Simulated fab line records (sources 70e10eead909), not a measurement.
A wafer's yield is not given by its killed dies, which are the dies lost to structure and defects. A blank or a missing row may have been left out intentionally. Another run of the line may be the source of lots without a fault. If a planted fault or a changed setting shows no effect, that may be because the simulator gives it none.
Comparing a struck lot with a sound one || flow nand_harc || 14 out of 1302 route steps
Sound: the wafers L940.1, L940.5, L940.6. Struck: wafer L947.1. (L947.2 of the same lot was not struck and is left out.) The cause comes at the end.
Per side, at each step with rows, come the tool, then ch with its chambers, and then its first start. Under that, the readings that differ: sound wafers || struck wafers || difference of the means || sigmas: that difference in standard deviations of wafers without a fault.
alike: words and numbers the same on both sides, and readings whose means are apart by under 2 such deviations; not compared: readings that were withheld, readings missing a value for some wafer, numbers with overlapping values and no deviation given by the record, and bounds like >300 which may hide the same value.
A row with sigmas, a row that says differs or no value, or rows on one side alone: a step with any of these is where the two part. Non-overlapping numbers with no deviation appear without sigmas and do not part them. A reading missing from all wafers of one side parts the sides only when that side holds two or more wafers.

first, 2 steps without rows for these wafers: NHARC_A_DECK1_JOINT_ANNEAL_28 (time 1800 s); NHARC_A_DECK1_JOINT_ANNEAL_29 (time 1800 s).
NHARC_A_DECK1_JOINT_CMP_02: polishes SiOx.
  sound on cmp-04 ch 0,1,3, day 16 13:47; struck on cmp-04 ch 0, day 19 04:29
  alike: motor_current_A
after that, 1 step had no rows for these wafers: NHARC_A_DECK1_JOINT_SRD_15.
NHARC_A_DECK1_JOINT_DEP_16: deposits SiO2, target thk 45 nm.
  sound on pecvd-01 ch 0,2, day 16 14:17; struck on pecvd-01 ch 0, day 19 04:53
  alike: heater_power_w, showerhead_vpp_V, throttle_valve_pct
NHARC_A_DECK1_JOINT_THK_MEAS_17: measures by ellipsometry.
  sound on film_metro-01, day 16 14:32; struck on film_metro-02, day 19 05:10
  alike: thk_nm
NHARC_A_DECK1_JOINT_INSPECT_05:
  sound on defect_inspect-02, day 16 14:34; struck on defect_inspect-01, day 19 05:13
{"reading": "raw_defect_count", "sound": "420 493 931", "struck": 197, "difference": -418, "sigmas": -3}
then NHARC_A_ONON_D2_DEP_00 (target thk 1000 nm), 1 step lacking rows for these wafers.
NHARC_A_ONON_D2_THK_MEAS_02: measures by ellipsometry.
  sound on film_metro-01, day 16 15:21; struck on film_metro-02, day 19 05:47
{"reading": "thk_nm (nm)", "sound": "996 997 994", "struck": 1013, "difference": "+17", "sigmas": "+2"}
then NHARC_A_ONON_D2_DEP_03 (target thk 1000 nm), 1 step lacking rows for these wafers.
NHARC_A_ONON_D2_THK_MEAS_05: measures by ellipsometry.
  sound on film_metro-01, day 16 15:55; struck on film_metro-02, day 19 06:22
  alike: thk_nm
NHARC_A_ONON_D2_DEP_06: target thk 1000 nm.
  sound on pecvd_onon-04 ch 0, day 16 15:58; struck on pecvd_onon-04 ch 0, day 19 06:25
NHARC_A_ONON_D2_THK_MEAS_08: measures by ellipsometry.
  sound on film_metro-01, day 16 16:29; struck on film_metro-01, day 19 06:55
{"reading": "thk_nm (nm)", "sound": "992 991 992", "struck": 675, "difference": -317, "sigmas": -32}
then NHARC_A_ONON_D2_DEP_09 (target thk 1000 nm), 1 step lacking rows for these wafers.

== WHERE THEY PART ==
Earliest at NHARC_A_DECK1_JOINT_INSPECT_05; latest, in this record, at NHARC_A_ONON_D2_THK_MEAS_08.

WHY: whatever the simulator had introduced
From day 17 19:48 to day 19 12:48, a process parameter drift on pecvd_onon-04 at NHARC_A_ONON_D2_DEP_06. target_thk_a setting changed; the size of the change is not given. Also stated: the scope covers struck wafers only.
